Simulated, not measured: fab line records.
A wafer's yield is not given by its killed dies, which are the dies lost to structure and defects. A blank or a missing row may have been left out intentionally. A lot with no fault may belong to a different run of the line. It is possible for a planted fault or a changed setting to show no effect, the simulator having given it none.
fab line records    flow nand-harc
record: lots: 5  wafers: 15  last-day: 23
route steps=1159 shown P_M1@294 P_M2@318 END@1159
lots that met no fault: taken from a fault-free run of the same line
start-h: the number of hours between the record's first day and the start of the first shown wafer of the lot    wait-h: time in hours since the lot's previous step    " identical to the entry in the row above    L1.1+2: one row covering several wafers at once    - no value, or no start was given    * or withheld: withheld    < > ~ a bound
route shown NAME@n: a module of which the file shows steps, and the number in the route of the first    usual: mean and standard deviation over wafers with no fault    same: alike in all rows    chamber/n: place in a boat    sites: per-site readings    _std_site: the values' standard deviation    _edge_site: mean of outer sites minus mean of inner sites    radius-mm: how far each site lies from the wafer's centre    mask NAME#n: copy n    behind: the tool/chamber that last shaped the wafer    hold: why the lot went on hold/how many hours it stayed there/how the hold came to an end    device: names the non-switching transistor (n, p or np)    end of line: at the end of the route, the tests of the same wafers    a step without rows: its recipe alone    killed: at the first sort, the dies lost to defects and structure; wafer yield is something else    map: dies across one wafer; x = killed, . = not, _ = none there
set.NAME: the run value of the setting; set.NAME@STEP: its run value at that earlier step    model.NAME: the simulator's own value behind a step, which no gauge read
a table for each step, a row for each wafer; lots at some steps of the route
services: the hour from which a tool's chamber was out of use, counted from the record's first day as start-h (under 0 if before that day), plus the number of hours and why
== steps ==
step: NHARC_P_M1_DEVELOP_08
recipe: develop-time-s: 35  dev-temp-c: 23
step: NHARC_P_M1_CD_MEAS_09
recipe: target-cd-nm: 130  landing-energy-ev: 500
usual: cd-nm: 129.7/0.54
lot.wafer  tool       chamber  start-h  wait-h  cd-nm
L595.1     cd-sem-01  0        133.35   -       129.5
L595.4     "          0        "        "       129.9
L595.6     "          0        "        "       129.7
L601.1     cd-sem-03  0        158.01   -       129.1
L601.2     "          0        "        "       129.0
L601.4     "          0        "        "       129.6
L602.2     cd-sem-03  0        166.83   -       130.5
L602.3     "          0        "        "       129.3
L602.6     "          0        "        "       130.5
L607.1     cd-sem-01  0        196.90   -       130.4
L607.2     "          0        "        "       129.3
L607.4     "          0        "        "       129.1
L611.2     cd-sem-03  0        221.87   -       128.4
L611.5     "          0        "        "       128.5
L611.6     "          0        "        "       128.8
step: NHARC_P_M1_OVL_MEAS_10
recipe: pitch-nm: 260
usual: overlay-x-nm: 0.3/0.6  overlay-y-nm: 0.1/0.79
lot.wafer  tool        chamber  start-h  wait-h  overlay-x-nm  overlay-y-nm
L595.1     overlay-02  -        133.44   -       0.1           0.4
L595.4     "           -        "        "       -0.3          -0.3
L595.6     "           -        "        "       -0.2          -0.3
L601.1     overlay-02  -        158.09   -       -0.2          0.6
L601.2     "           -        "        "       -0.1          -0.2
L601.4     "           -        "        "       0.1           0.4
L602.2     overlay-01  -        166.92   -       0.0           -0.8
L602.3     "           -        "        "       0.1           -0.9
L602.6     "           -        "        "       0.8           -0.8
L607.1     overlay-01  -        196.99   -       0.4           0.4
L607.2     "           -        "        "       -0.1          1.1
L607.4     "           -        "        "       0.0           0.6
L611.2     overlay-02  -        221.96   -       0.6           0.3
L611.5     "           -        "        "       0.6           0.7
L611.6     "           -        "        "       0.2           -0.1
step: NHARC_P_M1_INSPECT_11
usual: raw-defect-count: 4.2/2.6
lot.wafer  tool               chamber  start-h  wait-h  raw-defect-count
L595.1     defect-inspect-01  -        133.47   0.0     2
L595.4     "                  -        "        "       4
L595.6     "                  -        "        "       2
L601.1     defect-inspect-02  -        158.13   0.0     2
L601.2     "                  -        "        "       5
L601.4     "                  -        "        "       7
L602.2     defect-inspect-02  -        166.96   0.0     3
L602.3     "                  -        "        "       5
L602.6     "                  -        "        "       3
L607.1     defect-inspect-02  -        197.03   0.0     4
L607.2     "                  -        "        "       8
L607.4     "                  -        "        "       4
L611.2     defect-inspect-02  -        221.99   0.0     9
L611.5     "                  -        "        "       2
L611.6     "                  -        "        "       7
step: NHARC_P_M1_DESCUM_14
recipe: time-s: 3  o2-flow-sccm: 200  ar-flow-sccm: 0  bias-power-w: 0  chemistry: O2
step: NHARC_P_M1_ETCH_35
recipe: target-depth-a: 400  overetch-a: 120  time-s: 43.94  ion-energy-ev: 200  n2-flow-sccm: 150  h2-flow-sccm: 150  ar-flow-sccm: 0  rf-w: 400  bias-w: 150  chemistry: N2/H2
step: NHARC_P_M1_ETCH_15
recipe: target-depth-a: 1825  time-s: 91.2  c4f8-flow-sccm: withheld  ar-flow-sccm: 400  rf-w: 600  bias-w: 300  chemistry: C4F8/Ar
step: NHARC_P_M1_CD_MEAS_16
usual: cd-nm: 129.5/0.81
lot.wafer  tool       chamber  start-h  wait-h  cd-nm
L595.1     cd-sem-02  -        133.84   -       128.5
L595.4     "          -        "        "       129.2
L595.6     "          -        "        "       128.7
L601.1     cd-sem-03  -        158.49   -       128.8
L601.2     "          -        "        "       127.7
L601.4     "          -        "        "       130.3
L602.2     cd-sem-01  -        167.32   -       130.3
L602.3     "          -        "        "       129.1
L602.6     "          -        "        "       129.7
L607.1     cd-sem-01  -        197.41   -       129.4
L607.2     "          -        "        "       128.6
L607.4     "          -        "        "       128.0
L611.2     cd-sem-02  -        222.36   -       128.2
L611.5     "          -        "        "       127.9
L611.6     "          -        "        "       129.0
step: NHARC_P_M1_STRIP_18
recipe: power-w: 1000  n2-flow-sccm: 150  h2-flow-sccm: 150  ar-flow-sccm: 0  bias-w: 0  chemistry: N2/H2
step: NHARC_P_M1_ETCH_28
recipe: target-depth-a: 300  over-etch-frac: 0.3  time-s: 72.99  ion-energy-ev: 150  cf4-flow-sccm: 50  n2-flow-sccm: 100  ar-flow-sccm: 150  rf-w: 300  bias-w: 100  chemistry: CF4/N2
step: NHARC_P_M1_STRIP_19
recipe: time-s: 600  temp-c: 30  chemistry: post-etch-residue-remover
step: NHARC_P_M1_DEGAS_29
recipe: temp-c: 250  time-s: 60
usual: heater-power-w: 340/35  susceptor-temp-C: 249.96/0.16
lot.wafer  tool            chamber  start-h  wait-h  heater-power-w  susceptor-temp-C
L595.4     pvd-sputter-01  -        134.58   -       303             250.30
L595.1     "               -        "        "       327             249.78
L595.6     "               -        "        "       306             250.06
L601.1     pvd-sputter-02  -        159.21   -       399             249.86
L601.4     "               -        "        "       397             250.01
L601.2     "               -        "        "       323             249.98
L602.2     pvd-sputter-02  -        168.04   -       307             -
L602.3     "               -        "        "       391             -
L602.6     "               -        "        "       412             -
L607.1     pvd-sputter-02  -        198.19   -       318             -
L607.2     "               -        "        "       394             -
L607.4     "               -        "        "       381             -
L611.2     pvd-sputter-01  -        223.15   -       327             -
L611.5     "               -        "        "       322             -
L611.6     "               -        "        "       361             -
step: NHARC_P_M1_PRE_CLEAN_30
recipe: time-s: 30  temp-c: 280  gas: H2/He
usual: heater-power-w: 417/41  susceptor-temp-C: 280.04/0.18
lot.wafer  tool            chamber  start-h  wait-h  heater-power-w  susceptor-temp-C
L595.4     pvd-sputter-01  -        134.62   -       408             280.21
L595.1     "               -        "        "       439             280.18
L595.6     "               -        "        "       405             280.26
L601.2     pvd-sputter-02  -        159.26   -       395             280.13
L601.1     "               -        "        "       485             280.22
L601.4     "               -        "        "       484             279.96
L602.3     pvd-sputter-02  -        168.10   -       475             -
L602.2     "               -        "        "       493             -
L602.6     "               -        "        "       397             -
L607.2     pvd-sputter-02  -        198.25   -       382             279.85
L607.1     "               -        "        "       478             279.68
L607.4     "               -        "        "       394             280.02
L611.2     pvd-sputter-01  -        223.26   -       391             279.89
L611.5     "               -        "        "       400             280.05
L611.6     "               -        "        "       439             280.06
step: NHARC_P_M1_PVD_20
recipe: target-thk-a: 50  bias-v: 168.6  power-w: 15000  chamber-pressure-pa: 0.12  time-s: 8.06  substrate-temp-c: 50  material: TaN
step: NHARC_P_M1_PVD_21
recipe: target-thk-a: 300  chamber-pressure-pa: 5  power-w: 5000  substrate-temp-c: 30  time-s: 20.49  material: Cu
step: NHARC_P_M1_ECD_22
recipe: target-thk-a: 4000  bath-temp-c: 25  material: Cu
step: NHARC_P_M1_ANNEAL_31
recipe: temp-c: 225  time-s: 90
step: NHARC_P_M1_CMP_23
recipe: t-overpolish-s: 20  target-thk-nm: 157.82
step: NHARC_P_M1_THK_MEAS_24
recipe: thk-meas-gauge: xrf
usual: thk-nm: 158.0/1.6
lot.wafer  tool           chamber  start-h  wait-h  thk-nm
L595.1     film-metro-02  -        135.97   -       159.9
L595.4     "              -        "        "       160.5
L595.6     "              -        "        "       159.4
L601.1     film-metro-01  -        160.63   -       156.9
L601.2     "              -        "        "       155.1
L601.4     "              -        "        "       157.3
L602.2     film-metro-02  -        169.43   -       157.5
L602.3     "              -        "        "       157.8
L602.6     "              -        "        "       158.0
L607.1     film-metro-02  -        199.74   -       154.4
L607.2     "              -        "        "       158.6
L607.4     "              -        "        "       159.5
L611.2     film-metro-02  -        224.61   -       160.0
L611.5     "              -        "        "       156.6
L611.6     "              -        "        "       159.9
step: NHARC_P_M1_SRD_25
step: NHARC_P_M1_PRE_CLEAN_32
recipe: time-s: 12  temp-c: 370  rf-power-w: 300  gas: NH3
usual: heater-power-w: 648/57  susceptor-temp-C: 369.98/0.23
lot.wafer  tool      chamber  start-h  wait-h  heater-power-w  susceptor-temp-C
L595.1     pecvd-01  1        136.19   0.1     685             370.24
L595.4     "         0        "        "       702             369.77
L595.6     "         0        "        "       681             369.93
L601.2     pecvd-01  2        160.86   0.1     672             370.05
L601.1     "         0        "        "       612             369.70
L601.4     "         2        "        "       676             369.84
L602.3     pecvd-02  1        169.67   0.1     635             370.48
L602.2     "         2        "        "       709             370.05
L602.6     "         2        "        "       700             370.18
L607.1     pecvd-02  1        199.98   0.1     531             369.80
L607.2     "         2        "        "       673             369.99
L607.4     "         0        "        "       639             369.72
L611.2     pecvd-01  2        224.86   0.1     649             370.12
L611.6     "         0        "        "       726             369.88
L611.5     "         1        "        "       568             370.03
step: NHARC_P_M1_DEP_33
recipe: target-thk-a: 300  temp-c: 370  target-thk-nm: 30  pressure-torr: 3  flow-sccm: 200  rf-w: 450  material: SiCN
usual: heater-power-w: 596/68  showerhead-vpp-V: 1292/65  susceptor-temp-C: 370.00/0.22
lot.wafer  tool      chamber  start-h  wait-h  heater-power-w  showerhead-vpp-V  susceptor-temp-C
L595.1     pecvd-01  1        136.31   0.1     610             1389              370.24
L595.4     "         0        "        "       561             1176              369.96
L595.6     "         0        "        "       589             1165              370.04
L601.2     pecvd-01  2        160.94   0.1     689             1324              370.10
L601.1     "         0        "        "       615             1194              370.07
L601.4     "         2        "        "       679             1343              369.56
L602.3     pecvd-02  1        169.78   0.1     541             1368              369.89
L602.2     "         2        "        "       704             1259              370.05
L602.6     "         2        "        "       706             1296              369.83
L607.1     pecvd-02  1        200.06   0.1     486             1347              370.11
L607.2     "         2        "        "       598             1281              370.01
L607.4     "         0        "        "       585             1199              369.87
L611.2     pecvd-01  2        225.01   0.1     690             1340              370.17
L611.6     "         0        "        "       652             1169              369.66
L611.5     "         1        "        "       558             1371              369.97
step: NHARC_P_M2_DEP_00
recipe: target-thk-a: 1825  target-thk-nm: 182.5  temp-c: withheld  pressure-torr: 5  flow-sccm: 200  rf-w: 600  material: SiOC
step: NHARC_P_M2_DEHYDRATE_01
recipe: temp-c: 150  time-s: 120
step: NHARC_P_M2_HMDS_02
recipe: time-s: 30
step: NHARC_P_M2_COAT_34
recipe: temp-c: 200  time-s: 65
step: NHARC_P_M2_COAT_03
recipe: spin-rpm: 1500  resist-thk-nm: 90
step: NHARC_P_M2_SOFTBAKE_04
recipe: temp-c: 105  time-s: 55
step: NHARC_P_M2_EBR_05
step: NHARC_P_M2_EXPOSE_06
recipe: na: 1.35  target-cd-nm: 170  dose-mj: 80.78  mask-id: P_M2
step: NHARC_P_M2_PEB_07
recipe: peb-temp-c: 100  peb-time-s: 65
step: NHARC_P_M2_DEVELOP_08
recipe: develop-time-s: 35  dev-temp-c: 23
step: NHARC_P_M2_CD_MEAS_09
recipe: target-cd-nm: 170  landing-energy-ev: 500
usual: cd-nm: 169.9/0.6
lot.wafer  tool       chamber  start-h  wait-h  cd-nm
L595.1     cd-sem-01  0        137.71   -       169.5
L595.4     "          0        "        "       169.0
L595.6     "          0        "        "       169.7
L601.1     cd-sem-01  0        162.19   -       169.5
L601.2     "          0        "        "       170.2
L601.4     "          0        "        "       169.5
L602.2     cd-sem-01  0        170.85   -       169.4
L602.3     "          0        "        "       170.7
L602.6     "          0        "        "       170.6
L607.1     cd-sem-03  0        201.15   -       170.1
L607.2     "          0        "        "       169.2
L607.4     "          0        "        "       170.0
L611.2     cd-sem-01  0        226.04   -       169.7
L611.5     "          0        "        "       169.8
L611.6     "          0        "        "       169.6
step: NHARC_P_M2_OVL_MEAS_10
recipe: pitch-nm: 340
usual: overlay-x-nm: 0.2/0.8  overlay-y-nm: -0.1/0.9
lot.wafer  tool        chamber  start-h  wait-h  overlay-x-nm  overlay-y-nm
L595.1     overlay-02  -        137.79   -       -2.2          -0.3
L595.4     "           -        "        "       -1.8          0.0
L595.6     "           -        "        "       -1.7          -0.6
L601.1     overlay-01  -        162.28   -       -0.4          0.0
L601.2     "           -        "        "       0.3           -0.4
L601.4     "           -        "        "       0.3           -0.8
L602.2     overlay-01  -        170.94   -       -1.0          1.0
L602.3     "           -        "        "       -0.6          1.0
L602.6     "           -        "        "       -0.9          1.4
L607.1     overlay-01  -        201.24   -       1.0           0.1
L607.2     "           -        "        "       0.9           0.0
L607.4     "           -        "        "       0.8           0.0
L611.2     overlay-01  -        226.13   -       0.0           1.0
L611.5     "           -        "        "       0.0           1.0
L611.6     "           -        "        "       0.4           2.0
step: NHARC_P_M2_DESCUM_14
recipe: time-s: 3  o2-flow-sccm: 200  ar-flow-sccm: 0  bias-power-w: 0  chemistry: O2
usual: drypump-motor-current-A: 5.7/0.49  oes-product-au: 0.999/0.0091  rf-vpp-V: 57.6/0.95  showerhead-plenum-p-Torr: 1.89/0.092  throttle-valve-pct: 11.310/0.0094
lot.wafer  tool         chamber  start-h  wait-h  drypump-motor-current-A  oes-product-au  rf-hours-counter-h  rf-vpp-V  showerhead-plenum-p-Torr  throttle-valve-pct
L595.1     rie-diel-06  2        137.90   0.1     5.7                      1.011           2                   57.6      1.78                      11.303
L595.4     "            1        "        "       5.3                      1.007           -                   59.2      1.83                      11.289
L595.6     "            2        "        "       5.7                      0.996           -                   55.5      1.78                      11.320
L601.2     rie-diel-06  2        162.38   0.1     5.7                      1.005           3                   57.4      1.78                      11.312
L601.4     "            3        "        "       6.6                      0.998           4                   57.4      1.90                      11.302
L601.1     "            0        "        "       5.6                      0.980           2                   57.9      2.06                      11.319
L602.3     rie-diel-02  1        171.04   0.1     5.3                      0.995           1                   57.4      1.90                      11.292
L602.2     "            0        "        "       4.7                      0.997           2                   59.8      1.98                      11.304
L602.6     "            2        "        "       5.4                      1.001           -                   57.7      1.90                      11.311
L607.1     rie-diel-06  2        201.34   0.1     5.7                      1.010           5                   57.5      1.78                      11.300
L607.2     "            1        "        "       5.3                      1.011           5                   57.8      1.83                      11.315
L607.4     "            0        "        "       5.6                      1.000           -                   58.8      2.06                      11.319
L611.2     rie-diel-06  2        226.25   0.1     5.7                      1.000           6                   57.5      1.78                      11.297
L611.5     "            3        "        "       6.6                      0.993           -                   57.7      1.90                      11.307
L611.6     "            0        "        "       5.6                      0.992           -                   58.1      2.06                      11.330
step: NHARC_P_M2_ETCH_35
recipe: target-depth-a: 400  overetch-a: 120  time-s: 43.94  ion-energy-ev: 200  n2-flow-sccm: 150  h2-flow-sccm: 150  ar-flow-sccm: 0  rf-w: 400  bias-w: 150  chemistry: N2/H2
step: NHARC_P_M2_ETCH_15
recipe: target-depth-a: 1825  time-s: 91.2  c4f8-flow-sccm: withheld  ar-flow-sccm: 400  rf-w: 600  bias-w: 300  chemistry: C4F8/Ar
step: NHARC_P_M2_CD_MEAS_16
usual: cd-nm: 169.5/0.76
lot.wafer  tool       chamber  start-h  wait-h  cd-nm
L595.1     cd-sem-03  -        138.34   -       168.1
L595.4     "          -        "        "       168.5
L595.6     "          -        "        "       168.7
L601.1     cd-sem-03  -        162.68   -       169.3
L601.2     "          -        "        "       168.7
L601.4     "          -        "        "       170.3
L602.2     cd-sem-02  -        171.35   -       169.4
L602.3     "          -        "        "       170.1
L602.6     "          -        "        "       169.9
L607.1     cd-sem-01  -        201.69   -       168.8
L607.2     "          -        "        "       168.6
L607.4     "          -        "        "       170.1
L611.2     cd-sem-01  -        226.53   -       168.3
L611.5     "          -        "        "       169.1
L611.6     "          -        "        "       168.6
step: NHARC_P_M2_STRIP_18
recipe: power-w: 1000  n2-flow-sccm: 150  h2-flow-sccm: 150  ar-flow-sccm: 0  bias-w: 0  chemistry: N2/H2
usual: drypump-motor-current-A: 5.7/0.5  oes-product-au: 0.998/0.0093  rf-vpp-V: 90.6/0.88  showerhead-plenum-p-Torr: 2.02/0.091  throttle-valve-pct: 14.171/0.0086
lot.wafer  tool         chamber  start-h  wait-h  drypump-motor-current-A  oes-product-au  rf-hours-counter-h  rf-vpp-V  showerhead-plenum-p-Torr  throttle-valve-pct
L595.1     rie-diel-06  3        138.42   0.1     6.6                      1.009           2                   89.9      2.03                      14.175
L595.4     "            3        "        "       6.6                      1.002           -                   92.3      2.03                      14.157
L595.6     "            2        "        "       5.7                      1.002           -                   91.0      1.90                      14.168
L601.2     rie-diel-06  2        162.78   0.1     5.7                      1.002           4                   89.7      1.90                      14.161
L601.4     "            3        "        "       6.6                      0.994           4                   90.8      2.03                      14.172
L601.1     "            0        "        "       5.6                      0.985           3                   92.4      2.20                      14.171
L602.2     rie-diel-06  0        171.44   0.1     5.6                      0.982           3                   93.2      2.20                      14.195
L602.3     "            1        "        "       5.3                      1.008           4                   90.2      1.95                      14.183
L602.6     "            3        "        "       6.6                      0.993           -                   91.1      2.03                      14.171
L607.1     rie-diel-11  0        201.76   0.1     6.1                      0.969           0                   90.6      2.01                      14.167
L607.4     "            1        "        "       6.4                      0.992           0                   91.3      2.11                      14.183
L607.2     "            3        "        "       5.4                      0.991           0                   90.0      1.97                      14.171
L611.2     rie-diel-06  0        226.68   0.1     5.6                      0.979           5                   91.1      2.20                      14.167
L611.6     "            1        "        "       5.3                      0.998           -                   90.5      1.95                      14.162
L611.5     "            2        "        "       5.7                      1.008           -                   90.9      1.90                      14.178
step: NHARC_END_SORT_01
recipe: temp-c: 25
usual: defect-limited-yield: 95.6/1.6  killed-at-array: 26/10  killed-at-other: 0.5/0.87  killed-at-periphery: 3.0/2.5  killed-dies: 29/11  killed-open: 3.3/1.9  killed-short: 1.8/1.5  sort_bin_2_pct: 1.3/0.63  sort_bin_3_pct: 0.25/0.22  sort_bin_4_pct: 2.8/1.1  sort-n-pass: 648/11  sort-rim-yield-pct: 96.5/2.6  sort-yield-pct: 95.6/1.6
same: gross-dies: 677  sort_bin_5_pct[%]: 0  sort_bin_6_pct[%]: 0  sort_bin_7_pct[%]: 0  sort_bin_8_pct[%]: 0  sort-rim-n-gross: 106.00
lot.wafer  tool       chamber  start-h  wait-h  defect-limited-yield[%]  killed-at-array  killed-at-other  killed-at-periphery  killed-dies  killed-open  killed-short  sort_bin_2_pct[%]  sort_bin_3_pct[%]  sort_bin_4_pct[%]  sort-n-pass  sort-rim-yield-pct[%]  sort-yield-pct[%]
L595.1     prober-01  0        460.34   2.5     94.8                     31               0                4                    35           4            1             1.2                0.30               3.7                642          98.1                   94.8
L595.4     prober-01  0        462.74   3.4     96.0                     26               0                1                    27           3            1             0.9                0.44               2.7                650          97.2                   96.0
L595.6     prober-01  0        464.33   4.0     93.8                     36               0                6                    42           7            2             2.4                0.30               3.5                635          94.3                   93.8
L607.4     prober-01  0        501.51   3.4     95.1                     18               0                15                   33           4            3             1.5                0.15               3.2                644          91.5                   95.1
killed by level:class
L595.1 A_CHANNEL_HOLE_D1:chamber-film-flake=13 A_SLIT:chamber-film-flake=11 A_CONTACT:chamber-film-flake=2 P_GATE:geometric-particle:open=1 P_CONTACT:geometric-particle:open=1 P_M2:geometric-particle:open=1 A_CHANNEL_HOLE_D1:geometric-particle:short=1 A_CONTACT:geometric-particle:open=1
L595.4 A_CHANNEL_HOLE_D1:chamber-film-flake=13 A_SLIT:chamber-film-flake=6 A_CONTACT:geometric-particle:open=2 A_WL_FILL:chamber-film-flake=1 A_WL_FILL:geometric-particle:short=1 A_BLC:geometric-particle:open=1 P_ZERO_WELL:chamber-film-flake=1 A_ZERO_WELL:chamber-film-flake=1
L595.6 A_CHANNEL_HOLE_D1:chamber-film-flake=17 A_SLIT:chamber-film-flake=9 A_ZERO_WELL:chamber-film-flake=4 P_GATE:geometric-particle:open=2 A_CONTACT:chamber-film-flake=2 P_STI:geometric-particle:open=1 P_CONTACT:geometric-particle:open=1 P_M0:geometric-particle:open=1
L607.4 P_M1:unspecified=10 A_CHANNEL_HOLE_D1:chamber-film-flake=7 A_STAIRCASE:chamber-film-flake=4 A_ONON_D1:geometric-particle:short=3 P_M2:chamber-film-flake=2 P_CONTACT:geometric-particle:open=1 A_SOURCE_PLATE:geometric-particle:open=1 P_ZERO_WELL:chamber-film-flake=1
map L607.4 (x killed, . not)
____________.____________
_________...x..._________
_______..........._______
______.............______
_____.x............._____
____.................____
____.................____
___...................___
___...................___
__.....................__
__.x.x..........x.....x__
_..................x.xxx_
_....................x.._
_..x.x................xx_
_.......x..............._
_...x..x................_
..x......................
......................xxx
.........................
.........................
.x...................x...
_...x..................._
_......................x_
_......................._
_......................._
_......................._
__.....x..............x__
__...............x.....__
___.......x.x.........___
___................x..___
____.................____
____.................____
_____..............._____
______..........x..______
_______..........._______
_________......._________
____________.____________
map L602.6 (x killed, . not)
____________.____________
_________......._________
_______..........._______
______.............______
_____..............._____
____......x..........____
____.................____
___.........x.......x.___
___...................___
__.....................__
__.....................__
_......................._
_.....x................._
_......................._
_......................._
_....................x.._
.........................
......................x..
.........................
.........................
..............x..........
_......................._
_......................._
_......................._
_......x.......x........_
_..........x............_
__.....................__
__.....................__
___..........x........___
___.......x.x.........___
____..x...xxx.x..x...____
____..x..x.xx........____
_____x..x.xx........_____
______.......x.....______
_______..x.x......_______
_________......._________
____________.____________
== services ==
tool            chamber  start-h  hours  kind
rie-diel-06     0        121.33   20.3   repair
pecvd-01        2        121.67   27.9   repair
rie-diel-06     1        122.20   -      clean
rie-diel-06     2        122.20   -      clean
rie-diel-06     3        122.20   -      clean
pvd-sputter-02  -        124.96   1.4    repair
pvd-sputter-01  -        131.36   2.0    repair
pvd-sputter-01  -        143.99   1.0    repair
rie-diel-02     3        144.75   8.2    repair
rie-diel-06     0        146.70   -      clean
rie-diel-06     1        146.70   -      clean
rie-diel-06     2        146.70   -      clean
rie-diel-06     3        146.70   -      clean
rie-diel-02     -        150.70   9.0    pm
pecvd-02        -        153.00   13.0   pm
pvd-sputter-01  -        158.07   10.0   pm
rie-diel-06     0        171.23   -      clean
pvd-sputter-02  -        182.51   2.1    repair
rie-diel-02     3        184.48   4.1    repair
rie-diel-02     2        186.18   7.2    repair
rie-diel-11     -        189.50   9.0    pm
pvd-sputter-02  -        192.38   2.9    repair
rie-diel-06     3        201.27   4.0    repair
pvd-sputter-01  -        217.98   2.5    repair
== key ==
first-sign: step: NHARC_END_SORT_01  reading: killed-at-periphery  direction: up  sigmas: 4.9  usual: 3.0  struck: 15
effect none on later readings
met-at NHARC_P_M1_PRE_CLEAN_30
struck-wafers L607.4
onset-between 168.10 198.25
fault: kind: chamber-particle-source  tool: pvd-sputter-02  chamber: -  onset-h: 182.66  steps: NHARC_P_M1_PRE_CLEAN_30  rate-per-visit-cm2: 0.02434  end-h: 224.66  scope: struck-wafers-only
